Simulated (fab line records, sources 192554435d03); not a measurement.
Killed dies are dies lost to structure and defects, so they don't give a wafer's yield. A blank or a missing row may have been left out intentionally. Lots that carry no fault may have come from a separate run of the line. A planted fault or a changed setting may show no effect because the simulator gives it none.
fab line records | flow n5_finfet
record: lots: 4 wafers: 12 last_day: 16
route steps=1938 shown BEOL_M13@1684 BEOL_M14@1716 PASSIVATION@1936
lots untouched by any fault: they come from a run of this same line in which no faults occurred
start_h: start of the lot's first displayed wafer, in hours after the record's first day | wait_h: time in hours since the lot's previous step | " as in the row above | L1.1+2: a row that stands for several wafers | - no value present, or no start provided | * or withheld: withheld | < > ~ a bound
route shown NAME@n: NAME is a module with steps in the file, n the number in the route of the first one | usual: the fault-free wafers' mean and standard deviation | same: alike in all rows | chamber/n: place in a boat | sites: per-site readings | _std_site: the standard deviation of these | _edge_site: inner sites' mean taken away from outer sites' mean | radius_mm: for every site, how far away it sits from the centre of the wafer | mask NAME#n: copy n | behind: the last tool/chamber to shape the wafer | hold: the reason the lot was held/the length of the hold in hours/how it ended | device: the transistor (n, p or np) that didn't switch | end of line: tests of these same wafers at the route's end | a step with no rows: only its recipe | killed: not the wafer's yield, but the dies lost to structure and defects at the first sort | map: dies across one wafer; x = killed, . = not, _ = none there
set.NAME: the setting as run; set.NAME@STEP: as run at that earlier step | model.NAME: the simulator's own value behind a step, which no gauge read
certain route steps with their lots: each step a table, each wafer a row
services: when a tool's chamber went out of use (start_h, in hours from the record's first day, below 0 if earlier), for how many hours, and the reason
== steps ==
step: N5_BEOL_M13_SOFTBAKE_23
recipe: temp_c: 130 time_s: 60
step: N5_BEOL_M13_EXPOSE_25
recipe: mask_id: M13 na: 0.93 source_shape: conventional sigma_outer: 0.4 polarization: unpolarized target_cd_nm: 210 dose_mj: 22
step: N5_BEOL_M13_PEB_26
recipe: peb_temp_c: 130 peb_time_s: 90
step: N5_BEOL_M13_DEVELOP_27
recipe: develop_time_s: 45 rinse_liquid: diw dry: air_spin dev_temp_c: 21
step: N5_BEOL_M13_HARDBAKE_32
recipe: temp_c: 130 time_s: 120
step: N5_BEOL_M13_DESCUM_33
recipe: chemistry: O2 time_s: 7.9 source_power_w: 50 bias_power_w: 20 pressure_mtorr: 20 rf_frequency_hz: 2.712e+07 temp_c: 40 o2_flow_sccm: 225
step: N5_BEOL_M13_ETCH_67
recipe: chemistry: CF4 target: SiARC target_depth_a: 1430 time_s: 238.3 ion_energy_ev: 80 pressure_mtorr: 40 source_w: 545 bias_w: 36 Ar_flow_sccm: 100 cf4_flow_sccm: 100 ends: cleared
step: N5_BEOL_M13_ETCH_68
recipe: chemistry: N2/H2 target: SOC mask_material: SiARC source_w: 3000 bias_w: 350 temp_c: 40 time_s: 355 ion_energy_ev: 200 pressure_mtorr: 30 n2_flow_sccm: 200 h2_flow_sccm: 200
step: N5_BEOL_M13_STRIP_69
recipe: chemistry: N2/H2 temp_c: 40 n2_flow_sccm: 200 h2_flow_sccm: 200 rf_frequency_hz: 6e+07
step: N5_BEOL_M13_TRENCH_ETCH_34
recipe: chemistry: C4F8/O2/Ar target: SiOC target_depth_a: 4134.7 mask_material: SOC pressure_mtorr: 30 source_w: 3000 bias_w: 700 Ar_flow_sccm: 400 C4F8_flow_sccm: 15 O2_flow_sccm: 8 he_inner_torr: 15 he_outer_torr: 30 time_s: 162.6 ion_energy_ev: 250
usual: drypump_motor_current_A: 5.9/0.37 mfc_ar_sccm: 399.8/1.1 oes_product_au: 0.81/0.087 rf_vpp_V: 666/3.1 showerhead_plenum_p_Torr: 3.44/0.11 throttle_valve_pct: 24.20/0.18
columns lot.wafer tool chamber start_h wait_h drypump_motor_current_A mfc_ar_sccm oes_product_au rf_hours_counter_h rf_vpp_V showerhead_plenum_p_Torr throttle_valve_pct
L463.2 rie_diel-06 0 287.69 0.0 5.6 399.0 0.73 199 665 3.40 24.35
L463.3 " 1 " " 6.0 399.1 0.70 182 669 3.54 24.29
L463.4 " 2 " " 5.9 401.1 0.75 134 669 3.57 24.37
L464.2 rie_diel-06 1 315.41 0.0 6.0 399.0 0.70 191 669 3.54 24.28
L464.3 " 2 " " 5.9 399.2 0.75 143 669 3.57 24.37
L464.5 " 3 " " 6.5 398.1 0.69 - 667 3.46 24.16
L466.2 rie_diel-06 1 317.05 0.0 6.0 399.9 0.70 192 668 3.53 24.29
L466.4 " 2 " " 5.9 401.0 0.75 - 669 3.57 24.36
L466.6 " 1 " " 6.0 400.6 0.69 - 669 3.53 24.29
L473.1 rie_diel-02 3 354.24 0.0 5.5 399.8 0.85 48 667 3.44 24.03
L473.2 " 1 " " 6.4 399.1 0.86 71 663 3.36 24.21
L473.3 " 2 " " 6.0 399.9 0.77 131 660 3.28 23.95
step: N5_BEOL_M13_STRIP_70
recipe: chemistry: C4F8/O2/Ar resist: SiARC rf_frequency_hz: 6e+07
step: N5_BEOL_M13_STRIP_37
recipe: chemistry: N2/H2 power_w: 1000 temp_c: 250 h2_frac: 0.65 overash_fraction: 0.3 pressure_mtorr: withheld n2_flow_sccm: 1750 h2_flow_sccm: 3250
step: N5_BEOL_M13_ETCH_38
recipe: chemistry: CF4/N2 target: SiCN target_depth_a: 675 taper_deg: 2 time_s: 71.9 ion_energy_ev: 150 mask_material: SiO2 pressure_mtorr: 40 source_w: 430 bias_w: 70 Ar_flow_sccm: 100 cf4_flow_sccm: 60 n2_flow_sccm: 60
step: N5_BEOL_M13_PRECLEAN_39
recipe: chemistry: residue_remover time_s: 60 temp_c: 40
step: N5_BEOL_M13_SRD_40
recipe: time_s: 30 temp_c: 23 rinse_liquid: diw dry: n2_spin spin_rpm: 1500 dry_time_s: 30
step: N5_BEOL_M13_DEGAS_41
recipe: ambient: vacuum temp_c: 250 time_s: 60
step: N5_BEOL_M13_PRE_CLEAN_42
recipe: gas: H2/He time_s: 30 temp_c: 250
step: N5_BEOL_M13_SPUTTER_43
recipe: material: TaN target_thk_a: 150 temp_c: 50 bias_v: 168.6 power_w: 15000 chamber_pressure_pa: 0.12 time_s: 24.19
step: N5_BEOL_M13_SPUTTER_44
recipe: material: Ta target_thk_a: 100 temp_c: 50 bias_v: 80 power_w: 15000 chamber_pressure_pa: 0.07 time_s: 16.13
step: N5_BEOL_M13_SPUTTER_45
recipe: material: Cu target_thk_a: 800 temp_c: -20 bias_v: 60 power_w: 26000 chamber_pressure_pa: 0.13 time_s: 13.33
step: N5_BEOL_M13_ECD_47
recipe: material: Cu target_thk_a: 9360
step: N5_BEOL_M13_ANNEAL_48
recipe: temp_c: 225 time_s: 90 ambient: N2
step: N5_BEOL_M13_CMP_49
recipe: stop_on: SiOC t_overpolish_s: 17.1 down_force_psi: 1 platen_rpm: 50 clearing_platen_down_force_psi: 1.5 clearing_platen_rpm: 50 post_cmp_clean: cu_alkaline target_thk_nm: 420 clearing_platen_pad_velocity_m_s: 0.99484 pad_velocity_m_s: 0.99484
step: N5_BEOL_M13_PRE_CLEAN_52
recipe: gas: NH3 time_s: 15 temp_c: withheld rf_power_w: 300
step: N5_BEOL_M13_DEP_53
recipe: material: SiCN target_thk_a: 500 temp_c: withheld precursor: 3MS/NH3 pressure_torr: 3 rf_w: 675 time_s: 17.8
step: N5_BEOL_M14_ILD_DEP_00
recipe: material: SiO2 target_thk_a: 11193 temp_c: 400 precursor: TEOS/O2 pressure_torr: 6.5 rf_w: 900 teos_flow_sccm: 161.4 gas: O2 flow_sccm: 2650 time_s: 237.4
step: N5_BEOL_M14_COAT_58
recipe: resist: BARC temp_c: 205 time_s: 60 spin_rpm: 1500 resist_thk_nm: 89
step: N5_BEOL_M14_COAT_04
recipe: spin_rpm: 1704 resist_thk_nm: 800
step: N5_BEOL_M14_EBR_06
recipe: solvent: PGMEA ebr_width_mm: 1.5
step: N5_BEOL_M14_SOFTBAKE_05
recipe: temp_c: 130 time_s: 60
step: N5_BEOL_M14_EXPOSE_07
recipe: mask_id: V13 na: 0.8 source_shape: annular sigma_inner: 0.5 sigma_outer: 0.8 polarization: unpolarized attpsm_phase_deg: 180 dose_mj: 57
step: N5_BEOL_M14_PEB_08
recipe: peb_temp_c: 130 peb_time_s: 90
step: N5_BEOL_M14_DEVELOP_09
recipe: develop_time_s: 45 rinse_liquid: diw dry: air_spin dev_temp_c: 21
step: N5_BEOL_M14_HARDBAKE_14
recipe: temp_c: 130 time_s: 120
step: N5_PASSIVATION_PROBE_49
usual: defect_limited_yield: 91.4/1.6 killed_at_M0_to_M3: 34/10 killed_at_M4_up: 12/4.8 killed_at_contacts: 11/6.2 killed_at_front_end: 39/13 killed_at_other: 4/3.1 killed_dies: 101/19 killed_on_rim: 13/4.1 killed_open: 67/14 killed_short: 32/8.3 sort_bin_5_function: 5.0/1 sort_bin_6_memory: 3.2/0.76 sort_bin_8_speed: 0.00/0.026 sort_n_pass: 1079/19 sort_yield_pct: 91.4/1.6
same: gross_dies: 1180 killed_at_back_side: 0 sort_bin_4_leakage[%]: 0
columns lot.wafer tool chamber start_h wait_h defect_limited_yield[%] killed_at_M0_to_M3 killed_at_M4_up killed_at_contacts killed_at_front_end killed_at_other killed_dies killed_on_rim killed_open killed_short sort_bin_5_function[%] sort_bin_6_memory[%] sort_bin_8_speed[%] sort_n_pass sort_yield_pct[%]
L463.2 prober-01 - 319.25 0.1 92.7 30 16 9 26 5 86 18 54 30 4.6 2.6 0 1094 92.7
L463.3 prober-01 - 319.30 0.1 94.5 31 10 7 16 1 65 10 40 23 3.6 1.7 0 1115 94.5
L463.4 prober-01 - 319.35 0.2 95.3 15 18 3 19 1 56 8 42 12 3.0 1.7 0 1124 95.3
L464.2 prober-01 - 347.38 0.1 91.9 36 12 7 38 3 96 15 54 41 4.3 3.3 0 1084 91.9
L464.3 prober-01 - 347.43 0.1 81.9 36 137 8 30 2 213 35 60 36 11.7 3.1 0 967 81.9
L464.5 prober-01 - 347.53 0.2 91.4 39 2 13 43 5 102 8 56 42 5.4 2.8 0 1078 91.4
L466.2 prober-01 - 349.40 0.2 90.8 30 14 11 52 1 108 17 76 31 5.6 3.4 0.08 1071 90.8
L466.4 prober-01 - 349.50 0.3 80.8 24 144 5 46 8 227 30 58 35 11.8 4.4 0 953 80.8
L466.6 prober-01 - 349.60 0.4 91.4 36 13 10 36 6 101 14 57 38 5.1 3.1 0 1079 91.4
L473.1 prober-02 - 392.36 0.0 92.8 26 9 14 33 3 85 10 60 23 4.3 2.4 0 1095 92.8
L473.2 prober-02 - 392.41 0.1 91.1 17 18 16 49 5 105 15 74 29 5.3 3.4 0 1075 91.1
L473.3 prober-02 - 392.46 0.1 91.0 16 25 19 39 7 106 14 80 24 5.4 3.3 0 1074 91.0
killed by level:class
L463.2 BEOL_M0_SAQP:geometric_particle:open=10 MOL_CONTACT_COAG:geometric_particle:open=8 BEOL_M0_SAQP:geometric_particle:short=8 BEOL_M4:geometric_particle:open=8 FIN_SAQP:geometric_particle:open=6 FIN_SAQP:geometric_particle:short=5 GATE_CUT:geometric_particle:short=5 BEOL_M1:geometric_particle:open=4
L463.3 BEOL_M0_SAQP:geometric_particle:short=12 MOL_CONTACT_COAG:geometric_particle:open=7 BEOL_M0_SAQP:geometric_particle:open=7 BEOL_M2:geometric_particle:open=7 BEOL_M7:geometric_particle:open=4 FIN_SAQP:geometric_particle:short=2 STI_FIN_REVEAL:geometric_particle:open=2 ILD0:geometric_particle:short=2
L463.4 BEOL_M4:geometric_particle:open=9 BEOL_M0_SAQP:geometric_particle:open=5 STARTING-WAFER:geometric_particle:open=5 BEOL_M2:geometric_particle:open=4 FIN_SAQP:geometric_particle:open=3 STI_FIN_REVEAL:geometric_particle:open=3 MOL_CONTACT_COAG:geometric_particle:open=3 BEOL_M0_SAQP:geometric_particle:short=3
L464.2 BEOL_M0_SAQP:geometric_particle:open=14 BEOL_M0_SAQP:geometric_particle:short=8 STARTING-WAFER:geometric_particle:short=6 BEOL_M4:geometric_particle:open=5 GATE_CUT:geometric_particle:short=5 BEOL_M1:geometric_particle:short=5 FIN_SAQP:geometric_particle:open=4 FIN_SAQP:geometric_particle:short=4
L464.3 BEOL_M13:unspecified=117 BEOL_M0_SAQP:geometric_particle:open=8 BEOL_M0_SAQP:geometric_particle:short=8 FIN_SAQP:geometric_particle:open=6 STI_FIN_REVEAL:geometric_particle:open=6 MOL_CONTACT_COAG:geometric_particle:open=6 BEOL_M1:geometric_particle:open=6 BEOL_M3:geometric_particle:open=6
L464.5 FIN_SAQP:geometric_particle:short=8 BEOL_M0_SAQP:geometric_particle:open=8 FIN_SAQP:geometric_particle:open=7 MOL_CONTACT_COAG:geometric_particle:open=7 BEOL_M0_SAQP:geometric_particle:short=7 BEOL_M2:geometric_particle:open=7 BEOL_M3:geometric_particle:open=6 STI_FIN_REVEAL:geometric_particle:open=6
L466.2 STI_FIN_REVEAL:geometric_particle:open=27 MOL_CONTACT_COAG:geometric_particle:open=11 STI_FIN_REVEAL:geometric_particle:short=6 BEOL_M0_SAQP:geometric_particle:short=6 BEOL_M4:geometric_particle:open=6 BEOL_M0_SAQP:geometric_particle:open=5 FIN_SAQP:geometric_particle:short=4 DUMMY_GATE:geometric_particle:open=4
L466.4 BEOL_M13:unspecified=130 STI_FIN_REVEAL:geometric_particle:open=15 BEOL_M4:geometric_particle:open=11 BEOL_M0_SAQP:geometric_particle:short=8 BEOL_M0_SAQP:geometric_particle:open=8 STI_FIN_REVEAL:geometric_particle:short=5 BEOL_M1:geometric_particle:open=5 DUMMY_GATE:geometric_particle:open=4
L466.6 STI_FIN_REVEAL:geometric_particle:open=14 BEOL_M0_SAQP:geometric_particle:short=10 MOL_CONTACT_COAG:geometric_particle:open=9 BEOL_M0_SAQP:geometric_particle:open=6 BEOL_M3:geometric_particle:open=5 DUMMY_GATE:geometric_particle:open=4 GATE_CUT:geometric_particle:short=4 BEOL_M1:geometric_particle:open=4
L473.1 MOL_CONTACT_COAG:geometric_particle:open=11 BEOL_M2:geometric_particle:open=10 FIN_SAQP:geometric_particle:short=9 STI_FIN_REVEAL:geometric_particle:open=9 FIN_SAQP:geometric_particle:open=8 BEOL_M0_SAQP:geometric_particle:open=5 BEOL_M0:geometric_particle:open=4 MOL_CONTACT_COAG:geometric_particle:short=3
L473.2 MOL_CONTACT_COAG:geometric_particle:open=15 STI_FIN_REVEAL:geometric_particle:open=14 FIN_SAQP:geometric_particle:open=13 FIN_SAQP:geometric_particle:short=5 GATE_CUT:geometric_particle:short=5 GATE_CUT:geometric_particle:open=4 BEOL_M0_SAQP:geometric_particle:open=4 BEOL_M1:geometric_particle:open=4
L473.3 MOL_CONTACT_COAG:geometric_particle:open=18 BEOL_M4:geometric_particle:open=15 STI_FIN_REVEAL:geometric_particle:open=13 BEOL_M1:geometric_particle:open=8 FIN_SAQP:geometric_particle:open=7 FIN_SAQP:geometric_particle:short=5 STARTING-WAFER:geometric_particle:open=4 GATE_CUT:geometric_particle:short=3
map L464.3 (x killed, . not)
_________________............________________
______________........x........x_____________
___________...x...........x.x......__________
__________........................x._________
________.........x...................._______
_______...xx...........................______
______................................x._____
_____....x..........x....................____
____.......x..............................___
___.....x...x............x..x.......xx.....__
___......x............x........x...........__
__..........x..x..........x.............x..._
__..x...xx..x.x....................x........_
_.....x.x.................x..x.....xx.x....x.
_...x...x......x..........................xx.
_......x.....................................
_...........................x....x....x......
_........................x......x.x...x..x..x
_x....................xxx...x....x.xxxx....x.
_................x........x......xxxxx..x....
_............................xx.xxxxxxxxxx..x
__x............x.............xxxxxxxxxxxxx.x_
__x........x...............x.x.xxxxxxxxxxx.x_
___..x...x................x...xxxxxxxxxxxxx__
___.........x..........x.....xxxxxxxxxxxxxx__
____...................x....x.xxxxxxxxxxxx___
_____x.........................xxxxxxxxxx____
______................x.......xxxxxxxxxx_____
_______..................x.....x.xxxxxx______
________...............x.........xx.xx_______
__________.x....x...x............x.._________
___________.x.x.................x..__________
______________..........x......x_____________
_________________x......x.x.x________________
map L466.4 (x killed, . not)
_________________..x.x.......________________
______________...x......x......._____________
___________.x.........x............__________
__________..x....x.......x....x....x_________
________.............................._______
_______....x.x.x...........x...........______
______....................x............._____
_____....................x...........x...____
____x.................x...................___
___..................x..x..................__
___......x..............x............xx....__
__....................x...x..............xx._
__.............x.............x....xx........_
_...x...........x.........x.x......x.........
_.................x..........................
_...................x.........x..............
_....x.....................x..x.......x.x....
_......x...........xx.x..x.........xx......x.
_..............................xxx.x..xxx....
_x..........................x..xxxxxx.xx.....
_...........................x.xxxxxxxxxx.x...
__.x..........x.x.x........x.xxxxxxxxxxxxxx._
__x........................x.xxxxxxxxxxxxxxx_
___.x.x.x....................xxxxxxxxxxxxxx__
___....x............x...x....xxxxxxxxxxxxxx__
____..x..x.........x.x......xxxxxxxxxxxxxx___
_____....xx.x...x............xxxxxxxxxxxx____
______..xx....x...............x.xxxxxxxx_____
_______........x..............xxxxxxxxx______
________.......x...x.........x..xx.x.x_______
__________......x....x......x.....xx_________
___________....................x.x.__________
______________..........x...x..._____________
_________________......x.....________________
== services ==
columns tool chamber start_h hours kind
rie_diel-02 0 267.48 - clean
rie_diel-02 0 267.48 - consumable_replace:focus_ring
rie_diel-02 0 267.48 - consumable_replace:showerhead
rie_diel-02 0 267.48 17.7 scheduled_down
rie_diel-02 0 267.48 17.7 vent_cycle
rie_diel-02 1 275.33 12.3 repair
rie_diel-06 0 310.84 9.6 repair
rie_diel-06 3 320.63 - clean
rie_diel-06 3 320.63 - consumable_replace:focus_ring
rie_diel-06 3 320.63 31.4 scheduled_down
rie_diel-06 3 320.63 31.4 vent_cycle
rie_diel-02 0 348.61 5.8 repair
== key ==
first_sign: step: N5_PASSIVATION_PROBE_49 reading: killed_at_M4_up direction: up sigmas: 27 usual: 12 struck: 140
effect: step: N5_PASSIVATION_PROBE_49 reading: killed_dies direction: up sigmas: 6.4 usual: 101 struck: 220
more_kills_born_at: N5_BEOL_M13_TRENCH_ETCH_34@rie_diel-06: 247
met_at N5_BEOL_M13_TRENCH_ETCH_34
struck_wafers L464.3,L466.4
onset_between 287.69 315.41
fault: kind: chamber_particle_source tool: rie_diel-06 chamber: 2 onset_h: 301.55 steps: N5_BEOL_M13_TRENCH_ETCH_34 rate_per_visit_cm2: 1.3558 end_h: 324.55
